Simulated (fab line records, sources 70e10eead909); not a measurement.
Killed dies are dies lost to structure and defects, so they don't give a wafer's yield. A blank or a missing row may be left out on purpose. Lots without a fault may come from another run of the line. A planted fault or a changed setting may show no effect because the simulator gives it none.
fab line records | flow nand_harc
record lots=13 wafers=39 last_day=24
route steps=1159 shown A_CONTACT@949 A_M1@1046 THIN_TSV@1103 END@1159
lots that met no fault: from a run of the same line without faults
start_h: hours from the record's first day to the start of the lot's first wafer shown | wait_h: hours since the lot's step before | " the same as in the row above | L1.1+2: a row that stands for several wafers | - no value, or no start given | * or withheld: withheld | < > ~ a bound
route shown NAME@n: a module of which the file shows steps, and the number in the route of the first | usual: mean/standard deviation of fault-free wafers | same: alike in all rows | chamber/n: place in a boat | sites: the reading at each site | _std_site: their standard deviation | _edge_site: outer sites' mean less inner sites' | radius_mm: how far each site lies from the wafer's centre | mask NAME#n: copy n | behind: the tool/chamber that last shaped the wafer | hold: why the lot was held/for how many hours/how that ended | device: the transistor (n, p or np) that didn't switch | end of line: the same wafers' tests at the end of the route | a step without rows: its recipe alone | killed: dies lost to structure and defects at the first sort, not the wafer's yield | map: a wafer's dies, x killed, . not, _ none there
set.NAME: the setting as run; set.NAME@STEP: as run at that earlier step | model.NAME: the simulator's own value behind a step, which no gauge read
steps of the route over a sample of lots; a table a step, a row a wafer
services: from which hour (start_h, from the record's first day; less than 0 if before it) a tool's chamber was out of use, for how many hours, and why
## steps
# step NHARC_A_CONTACT_ETCH_92
# recipe target_depth_a=400 over_etch_frac=0.5 time_s=85.7 ion_energy_ev=120 ch3f_flow_sccm=50 o2_flow_sccm=30 ar_flow_sccm=200 rf_w=500 bias_w=100 chemistry=CH3F/O2
# usual drypump_motor_current_A=5.76/0.27 oes_product_au=0.94/0.031 rf_vpp_V=245.1/1.5 showerhead_plenum_p_Torr=2.51/0.094 throttle_valve_pct=20.664/0.0099
# same time_s=85.7
# columns lot.wafer tool chamber start_h wait_h drypump_motor_current_A oes_product_au rf_hours_counter_h rf_vpp_V showerhead_plenum_p_Torr throttle_valve_pct
L578.4 rie_diel-03 2 377.69 0.3 5.76 0.93 58 245.0 2.49 20.665
L578.6 " 2 " " 5.75 0.92 - 244.6 2.49 20.666
L578.5 " 3 " " 6.05 0.93 - 245.6 2.51 20.670
L579.4 rie_diel-10 2 391.11 0.3 6.05 0.94 7 246.4 2.53 20.664
L579.2 " 3 " " 5.89 0.93 7 246.8 2.61 20.671
L579.6 " 1 " " 5.65 0.94 - 243.9 2.44 20.672
L581.1 rie_diel-07 0 398.16 0.4 6.29 0.93 57 245.9 2.64 20.651
L581.2 " 2 " " 6.05 0.94 55 241.2 2.32 20.693
L581.5 " 0 " " 6.25 0.92 - 246.2 2.64 20.672
L584.3 rie_diel-10 1 402.82 0.3 5.63 0.92 10 244.5 2.44 20.635
L584.2 " 3 " " 5.87 0.93 10 247.7 2.61 20.666
L584.6 " 2 " " 6.01 0.93 - 245.5 2.53 20.664
L583.3 rie_diel-10 1 403.33 0.3 5.60 0.93 11 243.7 2.44 20.652
L583.1 " 3 " " 5.89 0.92 10 245.3 2.61 20.674
L583.6 " 1 " " 5.62 0.93 - 244.8 2.44 20.670
L582.3 rie_diel-10 3 405.70 0.3 5.90 0.92 10 245.9 2.61 20.663
L582.4 " 0 " " 5.32 0.93 11 244.7 2.59 20.661
L582.2 " 1 " " 5.64 0.94 11 243.8 2.44 20.657
L588.3 rie_diel-10 2 444.44 0.4 6.01 0.93 18 245.0 2.53 20.659
L588.5 " 0 " " 5.30 0.92 - 246.0 2.58 20.651
L588.6 " 1 " " 5.64 0.93 - 244.1 2.44 20.668
L590.2 rie_diel-10 3 449.91 0.4 5.85 0.91 18 246.2 2.60 20.667
L590.1 " 0 " " 5.31 0.91 19 245.9 2.58 20.668
L590.4 " 1 " " 5.65 0.92 21 244.4 2.44 20.662
L592.2 rie_diel-03 0 456.23 0.3 5.48 1.01 19 244.8 2.48 20.655
L592.4 " 1 " " 5.77 1.00 19 246.7 2.60 20.640
L592.5 " 3 " " 6.05 0.98 - 244.8 2.50 20.667
L589.1 rie_diel-10 2 457.36 0.4 6.06 0.93 21 245.0 2.53 20.657
L589.4 " 0 " " 5.29 0.93 21 247.1 2.58 20.663
L589.6 " 1 " " 5.63 0.93 - 243.7 2.44 20.661
L598.4 rie_diel-03 0 514.50 0.3 5.47 0.93 39 244.1 2.47 20.660
L598.2 " 1 " " 5.75 0.93 39 247.0 2.59 20.674
L598.3 " 3 " " 6.07 0.93 39 245.0 2.49 20.673
L597.3 rie_diel-07 2 523.63 0.2 6.04 0.92 41 241.4 2.31 20.662
L597.1 " 3 " " 5.73 0.92 37 244.4 2.49 20.659
L597.4 " 2 " " 6.05 0.92 - 242.0 2.31 20.649
L600.2 rie_diel-07 2 526.22 0.4 6.05 0.93 42 241.4 2.31 20.668
L600.5 " 3 " " 5.74 0.92 - 245.2 2.49 20.682
L600.6 " 0 " " 6.25 0.92 - 247.4 2.62 20.659
# step NHARC_A_M1_DEGAS_29
# recipe temp_c=250 time_s=60
# usual heater_power_w=334/38
# same time_s=60
# columns lot.wafer tool chamber start_h wait_h heater_power_w
L578.4 pvd_sputter-03 - 392.05 - 352
L578.5 " - " " 393
L578.6 " - " " 297
L579.2 pvd_sputter-03 - 407.47 - 357
L579.4 " - " " 395
L579.6 " - " " 359
L581.1 pvd_sputter-03 - 413.17 - 383
L581.2 " - " " 337
L581.5 " - " " 390
L584.2 pvd_sputter-02 - 417.87 - 389
L584.3 " - " " 339
L584.6 " - " " 392
L583.1 pvd_sputter-01 - 418.26 - 311
L583.3 " - " " 313
L583.6 " - " " 316
L582.2 pvd_sputter-02 - 422.73 - 294
L582.3 " - " " 272
L582.4 " - " " 385
L588.3 pvd_sputter-01 - 460.76 - 327
L588.6 " - " " 385
L588.5 " - " " 317
L590.4 pvd_sputter-01 - 467.05 - 387
L590.1 " - " " 317
L590.2 " - " " 322
L592.2 pvd_sputter-01 - 472.65 - 320
L592.4 " - " " 385
L592.5 " - " " 380
L589.1 pvd_sputter-02 - 473.04 - 275
L589.4 " - " " 345
L589.6 " - " " 269
L598.4 pvd_sputter-01 - 527.67 - 345
L598.3 " - " " 321
L598.2 " - " " 383
L597.3 pvd_sputter-02 - 540.09 - 277
L597.1 " - " " 349
L597.4 " - " " 396
L600.2 pvd_sputter-01 - 542.16 - 319
L600.5 " - " " 306
L600.6 " - " " 376
# step NHARC_A_M1_DEP_33
# recipe target_thk_a=300 temp_c=370 target_thk_nm=30 pressure_torr=3 flow_sccm=200 rf_w=450 material=SiCN
# usual heater_power_w=600/86
# columns lot.wafer tool chamber start_h wait_h heater_power_w
L578.6 pecvd-04 1 394.43 0.2 471
L578.4 " 2 " " 635
L578.5 " 0 " " 694
L579.2 pecvd-04 2 409.26 0.1 591
L579.6 " 0 " " 765
L579.4 " 2 " " 586
L581.2 pecvd-03 1 415.09 0.1 643
L581.1 " 2 " " 591
L581.5 " 0 " " 594
L584.3 pecvd-03 0 419.61 0.1 539
L584.2 " 1 " " 669
L584.6 " 0 " " 543
L583.1 pecvd-02 2 420.29 0.1 592
L583.3 " 0 " " 489
L583.6 " 2 " " 614
L582.3 pecvd-04 0 424.55 0.1 710
L582.2 " 1 " " 540
L582.4 " 2 " " 673
L588.3 pecvd-04 0 462.45 0.1 672
L588.6 " 0 " " 689
L588.5 " 1 " " 581
L590.2 pecvd-03 0 468.81 0.1 559
L590.1 " 1 " " 588
L590.4 " 2 " " 584
L592.2 pecvd-04 0 474.35 0.1 776
L592.4 " 1 " " 500
L592.5 " 2 " " 569
L589.1 pecvd-04 1 474.87 0.1 567
L589.4 " 1 " " 578
L589.6 " 2 " " 652
L598.2 pecvd-02 2 529.41 0.1 599
L598.3 " 1 " " 490
L598.4 " 2 " " 592
L597.1 pecvd-04 2 541.81 0.1 622
L597.3 " 0 " " 775
L597.4 " 0 " " 741
L600.2 pecvd-04 1 543.93 0.1 575
L600.5 " 2 " " 579
L600.6 " 1 " " 576
# step NHARC_THIN_TSV_THK_MEAS_02
# recipe thk_meas_gauge=ir
# usual thk_nm=2981/210
# columns lot.wafer tool chamber start_h wait_h thk_nm
L578.4 film_metro-02 - 414.39 - 2839
L578.5 " - " " 2919
L578.6 " - " " 2766
L579.2 film_metro-01 - 424.49 - 3145
L579.4 " - " " 3425
L579.6 " - " " 3287
L581.1 film_metro-02 - 431.93 - 3026
L581.2 " - " " 3044
L581.5 " - " " 2813
L584.2 film_metro-01 - 433.14 - 3215
L584.3 " - " " 2870
L584.6 " - " " 2970
L583.1 film_metro-01 - 436.47 - 3057
L583.3 " - " " 2844
L583.6 " - " " 3020
L582.2 film_metro-01 - 442.52 - 2962
L582.3 " - " " 2996
L582.4 " - " " 3182
L588.3 film_metro-01 - 479.41 - 3004
L588.5 " - " " 2843
L588.6 " - " " 3039
L590.1 film_metro-02 - 489.28 0.2 2836
L590.2 " - " " 3339
L590.4 " - " " 3030
L592.2 film_metro-02 - 490.50 0.2 3200
L592.4 " - " " 3378
L592.5 " - " " 2983
L589.1 film_metro-01 - 491.72 - 3028
L589.4 " - " " 3199
L589.6 " - " " 2996
L598.2 film_metro-02 - 546.46 - 3241
L598.3 " - " " 3326
L598.4 " - " " 3289
L597.1 film_metro-01 - 557.89 - 2948
L597.3 " - " " 3086
L597.4 " - " " 2802
L600.2 film_metro-01 - 559.08 - 2827
L600.5 " - " " 3101
L600.6 " - " " 2658
# step NHARC_END_SORT_01
# recipe temp_c=25
# usual killed_at_array=28/12 killed_at_other=0.8/1.1 killed_at_periphery=3.6/2.3 killed_dies=32/12 killed_open=3.4/1.9 killed_short=2.0/1.3
# same gross_dies=677
# columns lot.wafer tool chamber start_h wait_h killed_at_array killed_at_other killed_at_periphery killed_dies killed_open killed_short
L590.1 prober-02 0 511.85 2.5 121 0 5 126 0 1
L590.2 prober-02 0 512.65 2.8 25 5 3 33 2 1
L590.4 prober-02 0 514.25 3.4 22 2 8 32 5 3
L589.1 prober-01 0 511.89 2.5 19 1 1 21 4 0
L589.4 prober-01 0 514.29 3.4 127 0 2 129 3 0
L589.6 prober-01 0 515.89 4.0 19 1 6 26 5 1
# killed by level:class
L590.1 A_CONTACT:unspecified=103 A_CHANNEL_HOLE_D1:chamber_film_flake=13 P_GATE:chamber_film_flake=2 P_M1:chamber_film_flake=2 A_CONTACT:chamber_film_flake=2 A_WL_FILL:geometric_particle:short=1 P_BONDPAD:chamber_film_flake=1 A_STAIRCASE:chamber_film_flake=1
L589.1 A_CHANNEL_HOLE_D1:chamber_film_flake=12 A_STAIRCASE:chamber_film_flake=4 A_M0:geometric_particle:open=2 P_CONTACT:geometric_particle:open=1 A_CONTACT:geometric_particle:open=1 HYBRID_BOND:latent=1
L590.2 A_CHANNEL_HOLE_D1:chamber_film_flake=16 THIN_TSV:chamber_film_flake=5 A_STAIRCASE:chamber_film_flake=2 A_CONTACT:chamber_film_flake=2 A_SOURCE_PLATE:geometric_particle:short=1 A_M1:geometric_particle:open=1 A_BONDPAD:geometric_particle:open=1 P_ZERO_WELL:chamber_film_flake=1
L590.4 A_CHANNEL_HOLE_D1:chamber_film_flake=13 P_CONTACT:geometric_particle:open=3 P_M1:chamber_film_flake=2 A_STAIRCASE:chamber_film_flake=2 A_CONTACT:chamber_film_flake=2 THIN_TSV:chamber_film_flake=2 P_CONTACT:geometric_particle:short=1 A_CHANNEL_HOLE_D1:geometric_particle:open=1
L589.4 A_CONTACT:unspecified=102 A_CHANNEL_HOLE_D1:chamber_film_flake=20 A_M0:geometric_particle:open=2 A_STAIRCASE:chamber_film_flake=2 P_M0:geometric_particle:open=1 P_STI:chamber_film_flake=1 A_CONTACT:chamber_film_flake=1
L589.6 A_CHANNEL_HOLE_D1:chamber_film_flake=14 P_M0:geometric_particle:open=2 P_GATE:chamber_film_flake=2 A_CONTACT:chamber_film_flake=2 P_M0:geometric_particle:short=1 A_ONON_D1:geometric_particle:open=1 A_CHANNEL_FILL_D1:geometric_particle:open=1 P_CONTACT:chamber_film_flake=1
## services
# columns tool chamber start_h hours kind
pecvd-04 0 354.95 16.5 repair
pvd_sputter-02 - 370.83 3.6 repair
rie_diel-07 2 373.39 6.5 repair
pecvd-04 - 376.22 13.0 pm
pvd_sputter-03 - 380.24 1.5 repair
pvd_sputter-02 - 392.02 10.0 pm
rie_diel-03 - 392.30 9.0 pm
pvd_sputter-03 - 393.57 0.7 repair
rie_diel-07 - 405.37 9.0 pm
pecvd-02 1 414.46 8.1 repair
pvd_sputter-03 - 420.85 6.7 repair
rie_diel-03 0 424.32 3.2 repair
pvd_sputter-01 - 428.68 8.1 repair
rie_diel-07 3 433.76 4.1 repair
rie_diel-03 3 446.94 8.8 repair
pvd_sputter-03 - 458.00 10.0 pm
rie_diel-07 3 473.35 6.6 repair
pecvd-03 - 473.39 13.0 pm
rie_diel-10 2 490.97 14.2 repair
pvd_sputter-01 - 514.02 10.0 pm
pecvd-04 0 517.96 4.8 repair
rie_diel-07 0 521.92 3.5 repair
rie_diel-10 - 530.58 9.0 pm
rie_diel-07 2 543.84 3.9 repair
## key
first_sign step=NHARC_END_SORT_01 reading=killed_dies direction=up sigmas=8.3 usual=32 struck=128
effect step=NHARC_END_SORT_01 reading=killed_at_array direction=up sigmas=8.3 usual=28 struck=124
more_kills_born_at NHARC_A_CONTACT_ETCH_92@rie_diel-10=205
met_at NHARC_A_CONTACT_ETCH_92
struck_lots L589,L590
struck_wafers L589.4,L590.1
tester_left_out L589,L590
not_acting_at NHARC_A_M1_DEGAS_29,NHARC_A_M1_DEP_33,NHARC_THIN_TSV_THK_MEAS_02
onset_between 444.44 449.91
fault kind=chamber_particle_source tool=rie_diel-10 chamber=0 onset_h=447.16 steps=NHARC_A_CONTACT_ETCH_92 rate_per_visit_cm2=1.7179 end_h=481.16
# tester_left_out: of these lots the tester's yield and bins aren't shown, on N5 and GAA mostly nor the transistor test; their killed dies are dies lost to structure and defects alone, not to doping, threshold or leakage, so they don't give the yield
